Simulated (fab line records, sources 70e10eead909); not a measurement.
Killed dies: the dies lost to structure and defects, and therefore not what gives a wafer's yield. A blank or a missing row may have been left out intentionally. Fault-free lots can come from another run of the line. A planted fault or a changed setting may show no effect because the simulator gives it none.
Which tool was responsible? + flow nand_harc + 6 lots, 18 wafers sampled, at 5 steps of a route of 1302

== WHAT THE GAUGES READ, wafer by wafer ==
NHARC_END_SORT_01.
lot + measured + on + killed_at_array

== WHAT TOOL EACH LOT RAN ON (gives the tool, then ch and the chambers of the sampled wafers, and finally the start) ==
| lot  | NHARC_P_GATE_RTA_82              | NHARC_P_CONTACT_DEP_00                     | NHARC_P_CONTACT_ETCH_35            | NHARC_P_CONTACT_DEGAS_38     |
|------|----------------------------------|--------------------------------------------|------------------------------------|------------------------------|
| L550 | rtp_anneal-02 ch 0, day 6 12:38  | pecvd-04 ch 0,1,2, day 6 14:41 or earlier  | rie_diel-12 ch 1,2, day 6 14:41    | pvd_sputter-01, day 6 16:12  |
| L560 | rtp_anneal-01 ch 0, day 10 17:29 | pecvd-04 ch 0,1, day 10 19:45 or earlier   | rie_diel-12 ch 0,1,3, day 10 19:45 | pvd_sputter-02, day 10 21:14 |
| L563 | rtp_anneal-01 ch 0, day 12 01:55 | pecvd-04 ch 0,2, day 12 03:53 or earlier   | rie_diel-06 ch 0,1, day 12 03:53   | pvd_sputter-01, day 12 05:30 |
| L565 | rtp_anneal-02 ch 0, day 13 10:35 | pecvd-01 ch 1,2, day 13 12:41 or earlier   | rie_diel-06 ch 0,2, day 13 12:41   | pvd_sputter-03, day 13 14:19 |
| L569 | rtp_anneal-01 ch 0, day 14 10:15 | pecvd-04 ch 0,1,2, day 14 12:18 or earlier | rie_diel-06 ch 0,3, day 14 12:18   | pvd_sputter-01, day 14 13:47 |
| L570 | rtp_anneal-01 ch 0, day 15 02:23 | pecvd-04 ch 0,1,2, day 15 04:30 or earlier | rie_diel-12 ch 0,1,2, day 15 04:30 | pvd_sputter-03, day 15 06:00 |
- NHARC_P_GATE_RTA_82: time 30 s.
- NHARC_P_CONTACT_DEP_00: deposits SiO2, target thk 500 nm.
- NHARC_P_CONTACT_ETCH_35: etches the open film in CF4, target depth 39 nm, time 65 s.
- NHARC_P_CONTACT_DEGAS_38: time 60 s.

== THE ANSWER, worked out from the rows above alone ==
Rule: the usual values come from the lots themselves. The widest of any qualifying gaps counts: lots, ordered by their means at a reading, are off when they make up no more than a third of the lots, leave a main group of 4 or more, and stand apart from it by 3 or more times the standard deviation of that group's means. If all means in a main group match to the digits the tables above print for the reading, that group is not used. A lot without any number at a reading at which 4 lots or more have one is off too. Any other lot the step has rows for is counted as sound.
No lot is off on any of the readings shown, so nothing can be concluded from this.

== WHAT WAS PUT IN BY THE SIMULATOR ==
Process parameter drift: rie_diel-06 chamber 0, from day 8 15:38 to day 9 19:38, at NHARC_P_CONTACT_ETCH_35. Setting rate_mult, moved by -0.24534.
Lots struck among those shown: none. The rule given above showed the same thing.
